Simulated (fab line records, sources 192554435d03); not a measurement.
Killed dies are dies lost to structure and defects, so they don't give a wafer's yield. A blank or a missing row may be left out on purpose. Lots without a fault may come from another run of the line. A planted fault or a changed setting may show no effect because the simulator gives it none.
fab line records | flow n5_finfet
record lots=11 wafers=31 last_day=18
route steps=1938 shown BEOL_M4@1070 MIM_TOP@1837 MIM_TOP_LITHO@1850 PASSIVATION@1911
lots that met no fault: from a run of the same line without faults
start_h: hours from the record's first day to the start of the lot's first wafer shown | wait_h: hours since the lot's step before | " the same as in the row above | L1.1+2: a row that stands for several wafers | - no value, or no start given | * or withheld: withheld | < > ~ a bound
route shown NAME@n: a module of which the file shows steps, and the number in the route of the first | usual: mean/standard deviation of fault-free wafers | same: alike in all rows | chamber/n: place in a boat | sites: the reading at each site | _std_site: their standard deviation | _edge_site: outer sites' mean less inner sites' | radius_mm: how far each site lies from the wafer's centre | mask NAME#n: copy n | behind: the tool/chamber that last shaped the wafer | hold: why the lot was held/for how many hours/how that ended | device: the transistor (n, p or np) that didn't switch | end of line: the same wafers' tests at the end of the route | a step without rows: its recipe alone | killed: dies lost to structure and defects at the first sort, not the wafer's yield | map: a wafer's dies, x killed, . not, _ none there
set.NAME: the setting as run; set.NAME@STEP: as run at that earlier step | model.NAME: the simulator's own value behind a step, which no gauge read
steps of the route over a sample of lots; a table a step, a row a wafer
services: from which hour (start_h, from the record's first day; less than 0 if before it) a tool's chamber was out of use, for how many hours, and why
## steps
# step N5_BEOL_M4_TRENCH_ETCH_37
# recipe chemistry=C4F6/O2 target_depth_a=555.55 target=SiOC time_s=29.2 ion_energy_ev=250 pressure_mtorr=30 source_w=355 bias_w=185 Ar_flow_sccm=300 C4F6_flow_sccm=10 O2_flow_sccm=10
# usual C4F6_flow_sccm=9.999/0.029 drypump_motor_current_A=5.5/0.41 oes_product_au=0.83/0.072 rf_vpp_V=662/10 showerhead_plenum_p_Torr=2.87/0.1 throttle_valve_pct=20.80/0.18
# same time_s=29.2
# columns lot.wafer tool chamber start_h wait_h C4F6_flow_sccm drypump_motor_current_A oes_product_au rf_hours_counter_h rf_vpp_V showerhead_plenum_p_Torr throttle_valve_pct
L346.2 rie_diel-04 3 181.02 - 10.029 5.9 0.93 9 652 3.01 20.82
L346.3 " 1 " " 9.982 6.5 0.86 51 673 2.79 21.17
L346.5 " 3 " " 10.055 5.9 0.93 - 652 3.01 20.81
L350.3 rie_diel-01 1 187.82 - 9.985 5.2 0.94 4 664 2.91 20.64
L350.5 " 1 " " 9.970 5.2 0.95 - 663 2.91 20.63
L348.3 rie_diel-04 3 198.68 - 9.986 5.8 0.92 16 652 3.01 20.85
L348.6 " 2 " " 9.971 5.5 0.80 - 666 2.87 20.59
L351.1 rie_diel-03 1 204.65 - 10.013 5.3 0.89 43 663 3.02 20.53
L351.4 " 2 " " 10.013 5.6 0.76 130 653 2.74 21.00
L351.6 " 1 " " 9.971 5.4 0.88 - 666 3.02 20.55
L352.2 rie_diel-04 1 204.95 - 10.011 6.5 0.86 61 673 2.78 21.18
L352.5 " 3 " " 10.012 5.9 0.91 - 653 3.01 20.83
L352.6 " 2 " " 10.013 5.4 0.80 - 663 2.87 20.58
L356.1 rie_diel-01 0 250.33 - 9.996 5.5 0.85 40 672 2.79 20.86
L356.5 " 1 " " 9.991 5.2 0.88 - 664 2.90 20.67
L356.6 " 0 " " 9.978 5.5 0.85 - 674 2.79 20.83
L358.1 rie_diel-03 1 270.91 - 9.999 5.3 0.86 64 662 3.01 20.56
L358.2 " 3 " " 9.936 5.4 0.75 118 652 2.96 20.66
L358.4 " 2 " " 9.990 5.6 0.74 150 655 2.74 21.03
L361.1 rie_diel-03 3 288.35 - 10.012 5.5 0.74 123 651 2.96 20.66
L361.3 " 0 " " 9.948 5.3 0.73 165 686 2.73 20.89
L361.4 " 1 " " 10.007 5.3 0.84 70 663 3.01 20.59
L362.4 rie_diel-03 2 293.87 - 10.021 5.6 0.73 158 653 2.73 21.02
L362.5 " 2 " " 9.989 5.6 0.74 - 653 2.73 21.03
L362.6 " 1 " " 10.018 5.3 0.85 - 662 3.01 20.60
L364.4 rie_diel-03 0 302.92 - 10.014 5.4 0.73 169 687 2.73 20.87
L364.5 " 1 " " 10.022 5.3 0.84 - 663 3.01 20.58
L364.6 " 2 " " 9.926 5.6 0.72 - 654 2.73 21.03
L367.1 rie_diel-04 3 303.19 - 10.028 5.9 0.86 49 649 3.00 20.88
L367.3 " 0 " " 9.969 5.1 0.87 28 663 2.80 20.91
L367.5 " 3 " " 9.985 5.9 0.85 - 649 3.00 20.85
# step N5_MIM_TOP_DEGAS_04
# recipe ambient=vacuum temp_c=300 time_s=60
# usual heater_power_w=454/39
# same time_s=60
# columns lot.wafer tool chamber start_h wait_h heater_power_w
L346.2 pvd_sputter-01 - 294.63 - 461
L346.3 " - " " 433
L346.5 " - " " 423
L348.3 pvd_sputter-03 - 297.36 - 442
L348.6 " - " " 443
L352.2 pvd_sputter-02 - 307.62 - 427
L352.5 " - " " 450
L352.6 " - " " 522
L350.3 pvd_sputter-01 - 308.23 - 488
L350.5 " - " " 378
L351.1 pvd_sputter-02 - 329.03 - 427
L351.4 " - " " 443
L351.6 " - " " 510
L356.1 pvd_sputter-03 - 356.16 - 424
L356.5 " - " " 447
L356.6 " - " " 420
L358.1 pvd_sputter-02 - 365.75 - 496
L358.2 " - " " 522
L358.4 " - " " 442
L361.1 pvd_sputter-01 - 391.59 - 421
L361.3 " - " " 391
L361.4 " - " " 493
L362.4 pvd_sputter-03 - 410.88 - 413
L362.5 " - " " 492
L362.6 " - " " 419
L364.4 pvd_sputter-02 - 414.82 - 508
L364.5 " - " " 448
L364.6 " - " " 428
L367.1 pvd_sputter-02 - 423.19 - 452
L367.3 " - " " 433
L367.5 " - " " 520
# step N5_MIM_TOP_LITHO_DESCUM_10
# recipe chemistry=O2 time_s=7.9 source_power_w=50 bias_power_w=20 pressure_mtorr=20 rf_frequency_hz=2.712e+07 temp_c=40 o2_flow_sccm=225
# usual drypump_motor_current_A=5.5/0.4 oes_product_au=0.79/0.055 rf_vpp_V=243.2/1.6 showerhead_plenum_p_Torr=2.11/0.082 throttle_valve_pct=20.44/0.17
# same time_s=7.9
# columns lot.wafer tool chamber start_h wait_h drypump_motor_current_A oes_product_au rf_hours_counter_h rf_vpp_V showerhead_plenum_p_Torr throttle_valve_pct
L346.2 rie_diel-04 2 295.26 0.1 5.4 0.77 129 242.6 2.09 20.17
L346.3 " 0 " " 5.1 0.86 25 244.7 2.07 20.55
L346.5 " 2 " " 5.5 0.78 - 243.6 2.09 20.17
L348.3 rie_diel-04 0 298.30 0.5 5.1 0.88 26 242.8 2.06 20.52
L348.6 " 1 " " 6.5 0.82 - 242.6 2.02 20.70
L352.2 rie_diel-03 0 308.27 0.0 5.3 0.73 171 240.4 2.02 20.62
L352.5 " 2 " " 5.5 0.72 - 242.7 2.00 20.55
L352.6 " 0 " " 5.3 0.73 - 239.7 2.02 20.63
L350.3 rie_diel-01 0 308.87 0.0 5.5 0.83 61 242.3 2.03 20.37
L350.5 " 2 " " 5.9 0.91 - 244.8 2.21 20.35
L351.1 rie_diel-04 1 329.68 0.0 6.5 0.82 97 241.6 2.02 20.71
L351.4 " 3 " " 5.8 0.85 - 245.4 2.21 20.46
L351.6 " 1 " " 6.5 0.82 - 243.6 2.02 20.73
L356.1 rie_diel-03 1 356.79 0.2 5.3 0.82 96 243.3 2.23 20.29
L356.5 " 1 " " 5.3 0.82 - 244.7 2.23 20.30
L356.6 " 2 " " 5.5 0.70 - 242.5 1.99 20.59
L358.1 rie_diel-01 0 366.40 0.0 5.5 0.81 81 243.3 2.03 20.40
L358.2 " 1 " " 5.2 0.83 67 243.5 2.12 20.30
L358.4 " 2 " " 5.9 0.86 48 244.1 2.21 20.38
L361.1 rie_diel-01 0 392.12 0.0 5.5 0.79 92 241.5 2.02 20.43
L361.3 " 1 " " 5.2 0.81 77 243.7 2.12 20.33
L361.4 " 2 " " 6.0 0.85 - 243.9 2.20 20.39
L362.4 rie_diel-04 2 411.40 0.0 5.4 0.75 159 243.4 2.08 20.21
L362.5 " 3 " " 5.8 0.82 - 244.1 2.20 20.50
L362.6 " 2 " " 5.4 0.75 - 242.8 2.08 20.19
L364.4 rie_diel-03 1 415.36 0.1 5.3 0.79 116 244.6 2.22 20.34
L364.5 " 0 " " 5.4 0.70 - 242.2 2.01 20.68
L364.6 " 3 " " 5.5 0.72 - 244.5 2.17 20.32
L367.1 rie_diel-03 2 423.87 0.0 5.6 0.70 203 241.6 1.98 20.61
L367.3 " 1 " " 5.3 0.79 119 244.2 2.22 20.33
L367.5 " 3 " " 5.5 0.73 - 242.3 2.17 20.32
# step N5_PASSIVATION_STRIP_34
# recipe chemistry=O2 power_w=600 temp_c=60 pressure_mtorr=30 rf_frequency_hz=6e+07 bias_power_w=0 overash_fraction=2 o2_flow_sccm=225
# usual drypump_motor_current_A=5.6/0.44 oes_product_au=0.80/0.057 rf_vpp_V=3.9/1.6 showerhead_plenum_p_Torr=2.10/0.079 throttle_valve_pct=16.67/0.18
# columns lot.wafer tool chamber start_h wait_h drypump_motor_current_A oes_product_au rf_hours_counter_h rf_vpp_V showerhead_plenum_p_Torr throttle_valve_pct
L346.2 rie_diel-04 2 300.23 0.1 5.5 0.79 130 4.7 2.10 16.44
L346.3 " 3 " " 5.9 0.87 47 5.6 2.21 16.66
L346.5 " 1 " " 6.5 0.82 - 1.8 2.03 16.91
L348.3 rie_diel-04 1 303.32 0.1 6.5 0.83 89 2.6 2.03 16.90
L348.6 " 2 " " 5.5 0.80 - 6.3 2.10 16.40
L352.2 rie_diel-04 2 315.67 0.1 5.5 0.78 136 4.6 2.10 16.42
L352.5 " 1 " " 6.5 0.84 - 2.0 2.03 16.91
L352.6 " 2 " " 5.5 0.78 - 2.9 2.10 16.38
L350.3 rie_diel-01 3 315.71 0.1 5.0 0.85 79 2.6 2.12 16.55
L350.5 " 2 " " 6.0 0.89 - 4.2 2.22 16.53
L351.1 rie_diel-01 0 334.68 0.1 5.5 0.82 69 1.9 2.04 16.57
L351.4 " 2 " " 5.9 0.90 36 3.9 2.22 16.53
L351.6 " 0 " " 5.4 0.81 - 5.1 2.03 16.59
L356.1 rie_diel-04 2 362.24 0.4 5.4 0.73 144 2.8 2.09 16.43
L356.5 " 3 " " 5.8 0.84 - 3.7 2.21 16.77
L356.6 " 0 " " 5.1 0.83 - 5.0 2.06 16.74
L358.1 rie_diel-04 0 372.37 0.1 5.1 0.83 50 4.9 2.06 16.75
L358.2 " 3 " " 5.8 0.83 73 4.2 2.20 16.67
L358.4 " 1 " " 6.5 0.79 112 6.7 2.02 16.95
L361.1 rie_diel-04 3 398.03 0.1 5.9 0.83 80 6.7 2.20 16.77
L361.3 " 2 " " 5.4 0.74 154 5.1 2.09 16.45
L361.4 " 0 " " 5.1 0.83 57 1.9 2.06 16.76
L362.4 rie_diel-03 0 416.24 0.1 5.2 0.69 212 2.0 2.01 16.88
L362.5 " 2 " " 5.5 0.69 - 3.1 1.99 16.88
L362.6 " 3 " " 5.5 0.74 - 1.6 2.18 16.59
L364.4 rie_diel-04 2 420.77 0.1 5.4 0.74 163 6.2 2.09 16.43
L364.5 " 1 " " 6.5 0.80 - 6.8 2.01 16.96
L364.6 " 0 " " 5.1 0.81 - 8.0 2.06 16.81
L367.1 rie_diel-04 1 431.66 0.1 6.5 0.79 131 4.3 2.01 17.02
L367.3 " 2 " " 5.4 0.74 167 2.9 2.08 16.49
L367.5 " 1 " " 6.5 0.76 - 5.2 2.01 17.01
# step N5_PASSIVATION_PROBE_49
# usual defect_limited_yield=91.0/1.5 killed_at_M0_to_M3=35/11 killed_at_M4_up=13/5 killed_at_contacts=12/5.9 killed_at_front_end=42/13 killed_at_other=3/3.2 killed_dies=106/18 killed_open=69/13 killed_short=35/8.9 sort_bin_5_function=5.2/0.95 sort_bin_6_memory=3.3/0.71 sort_n_pass=1074/18 sort_yield_pct=91.0/1.5
# same gross_dies=1180 killed_at_back_side=0 sort_bin_4_leakage[%]=0 sort_bin_8_speed[%]=0
# columns lot.wafer tool chamber start_h wait_h defect_limited_yield[%] killed_at_M0_to_M3 killed_at_M4_up killed_at_contacts killed_at_front_end killed_at_other killed_dies killed_open killed_short sort_bin_5_function[%] sort_bin_6_memory[%] sort_n_pass sort_yield_pct[%]
L362.4 prober-02 - 420.57 0.2 81.5 37 130 15 35 1 218 60 34 12.8 4.0 962 81.5
L362.5 prober-02 - 420.62 0.2 82.9 50 112 11 28 1 202 69 30 11.4 4.0 978 82.9
L362.6 prober-02 - 420.67 0.3 81.3 43 121 15 42 0 221 71 34 11.9 4.0 959 81.3
L364.4 prober-01 - 425.43 0.2 86.4 23 100 13 21 3 160 43 26 8.7 3.2 1020 86.4
L364.5 prober-01 - 425.48 0.2 82.1 46 125 6 30 4 211 66 31 12.1 3.9 969 82.1
L364.6 prober-01 - 425.53 0.3 83.9 31 114 12 33 0 190 51 26 11.6 2.8 990 83.9
# killed by level:class
L362.4 BEOL_M4:unspecified=124 MOL_CONTACT_COAG:geometric_particle:open=13 FIN_SAQP:geometric_particle:open=11 BEOL_M0_SAQP:geometric_particle:open=10 FIN_SAQP:geometric_particle:short=7 BEOL_M1:geometric_particle:open=7 DUMMY_GATE:geometric_particle:open=6 BEOL_M0_SAQP:geometric_particle:short=6
L362.5 BEOL_M4:unspecified=103 BEOL_M0_SAQP:geometric_particle:open=18 BEOL_M0_SAQP:geometric_particle:short=11 BEOL_M3:geometric_particle:open=9 MOL_CONTACT_COAG:geometric_particle:open=9 FIN_SAQP:geometric_particle:open=8 FIN_SAQP:geometric_particle:short=4 STI_FIN_REVEAL:geometric_particle:open=4
L362.6 BEOL_M4:unspecified=111 FIN_SAQP:geometric_particle:open=14 FIN_SAQP:geometric_particle:short=12 MOL_CONTACT_COAG:geometric_particle:open=12 BEOL_M3:geometric_particle:open=10 BEOL_M0_SAQP:geometric_particle:short=7 BEOL_M0_SAQP:geometric_particle:open=6 BEOL_M1:geometric_particle:open=6
L364.4 BEOL_M4:unspecified=89 MOL_CONTACT_COAG:geometric_particle:open=10 BEOL_M4:geometric_particle:open=7 BEOL_M0_SAQP:geometric_particle:open=5 BEOL_M3:geometric_particle:open=4 BEOL_M1:geometric_particle:open=4 FIN_SAQP:geometric_particle:short=3 DUMMY_GATE:geometric_particle:open=3
L364.5 BEOL_M4:unspecified=113 BEOL_M3:geometric_particle:open=14 BEOL_M2:geometric_particle:open=13 FIN_SAQP:geometric_particle:open=6 FIN_SAQP:geometric_particle:short=5 GATE_CUT:geometric_particle:open=5 BEOL_M0_SAQP:geometric_particle:short=5 ILD0:geometric_particle:short=4
L364.6 BEOL_M4:unspecified=110 BEOL_M2:geometric_particle:open=9 FIN_SAQP:geometric_particle:short=7 MOL_CONTACT_COAG:geometric_particle:open=7 BEOL_M0_SAQP:geometric_particle:open=6 BEOL_M3:geometric_particle:open=5 FIN_SAQP:geometric_particle:open=4 STARTING-WAFER:geometric_particle:open=4
## services
# columns tool chamber start_h hours kind
pvd_sputter-03 - 157.03 5.4 repair
rie_diel-04 2 165.85 1.5 repair
rie_diel-04 0 170.71 17.3 repair
rie_diel-01 3 183.63 4.1 repair
rie_diel-04 0 188.21 - clean
rie_diel-04 0 188.21 - consumable_replace:focus_ring
rie_diel-04 0 188.21 24.3 scheduled_down
rie_diel-04 0 188.21 24.3 vent_cycle
rie_diel-01 2 208.41 - clean
rie_diel-01 2 208.41 - consumable_replace:focus_ring
rie_diel-01 2 208.41 - consumable_replace:showerhead
rie_diel-01 2 208.41 16.5 scheduled_down
rie_diel-01 2 208.41 16.5 vent_cycle
pvd_sputter-02 - 229.10 4.9 repair
rie_diel-01 - 238.21 2.8 pm
rie_diel-01 2 246.55 8.5 repair
pvd_sputter-01 - 264.67 2.1 repair
rie_diel-01 1 287.24 4.2 repair
rie_diel-03 3 307.29 5.7 repair
rie_diel-04 2 323.48 19.8 repair
rie_diel-03 1 365.16 4.2 repair
rie_diel-01 - 366.85 0.9 repair
rie_diel-03 2 375.72 4.9 repair
rie_diel-04 - 381.01 2.8 pm
## key
first_sign step=N5_PASSIVATION_PROBE_49 reading=killed_at_M4_up direction=up sigmas=21 usual=13 struck=117
effect step=N5_PASSIVATION_PROBE_49 reading=defect_limited_yield direction=down sigmas=5.3 usual=91.0 struck=83.0
more_kills_born_at N5_BEOL_M4_TRENCH_ETCH_37@rie_diel-03=650
met_at N5_BEOL_M4_TRENCH_ETCH_37
struck_lots L362,L364
not_acting_at N5_MIM_TOP_DEGAS_04,N5_MIM_TOP_LITHO_DESCUM_10,N5_PASSIVATION_STRIP_34
onset_between 288.35 293.87
fault kind=chamber_particle_source tool=rie_diel-03 chamber=- onset_h=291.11 steps=N5_BEOL_M4_TRENCH_ETCH_37 rate_per_visit_cm2=0.63846 end_h=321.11
